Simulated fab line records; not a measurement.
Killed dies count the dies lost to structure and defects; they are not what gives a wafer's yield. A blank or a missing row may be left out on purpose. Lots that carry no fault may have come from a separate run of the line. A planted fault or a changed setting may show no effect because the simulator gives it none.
Matching of chambers -- flow n5_finfet -- N5_ILD0_CMP_07 on cmp-02: 4 sister chambers
The step polishes SiO2 flowable, stops on poly-Si, t overpolish 1.18 s, target thk 138.88 nm. 8 wafers are shown with their chamber, then 10 later ones without.

WAFERS, EACH WITH ITS CHAMBER
wafer,chamber,motor_current_A (A),slurry_filter_dp_kPa (kPa)
L078.3,3,10.4,13.62
L078.4,1,12.6,13.59
L083.2,1,12.2,13.49
L083.6,3,10.3,13.57
L087.2,0,10.2,13.64
L087.5,2,11.3,13.56
L088.2,0,10.3,13.65
L088.3,2,11.6,13.22

WAFERS WITHOUT THEIR CHAMBER
wafer,motor_current_A (A),slurry_filter_dp_kPa (kPa)
L088.5,11.3,13.46
L090.2,12.0,13.46
L090.3,10.7,13.47
L090.4,10.5,13.56
L091.1,13.2,13.33
L091.3,11.7,13.60
L091.6,10.3,13.63
L096.4,10.9,13.56
L096.5,11.4,13.64
L096.6,10.7,13.54

EACH ONE'S CHAMBER
wafer,from the rows above,in truth
L088.5,2,2
L090.2,can't be placed: 1 or 2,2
L090.3,can't be placed: 3 or 0 or 2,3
L090.4,can't be placed: 3 or 0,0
L091.1,1,1
L091.3,can't be placed: 2 or 1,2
L091.6,can't be placed: 0 or 3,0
L096.4,can't be placed: 3 or 2 or 0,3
L096.5,2,2
L096.6,can't be placed: 3 or 0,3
3 of 10 placed correctly. From these rows, 7 cannot be placed; in 7 the true chamber is one of the candidates. Number placed wrongly: 0.
How it was worked out, from the rows above alone: a wafer's distance from a chamber is the root of the sum, over the readings, of the square of ((its reading less the chamber's mean) divided by the reading's scatter). The wafer belongs to the nearest chamber; if the next one is less than 2 further off, it can't be placed. The mean given for a chamber averages the wafers shown for that chamber. The scatter: take each reading less its chamber's mean, square it, sum over the shown wafers, divide by the number of wafers less the number of chambers, and take the root.
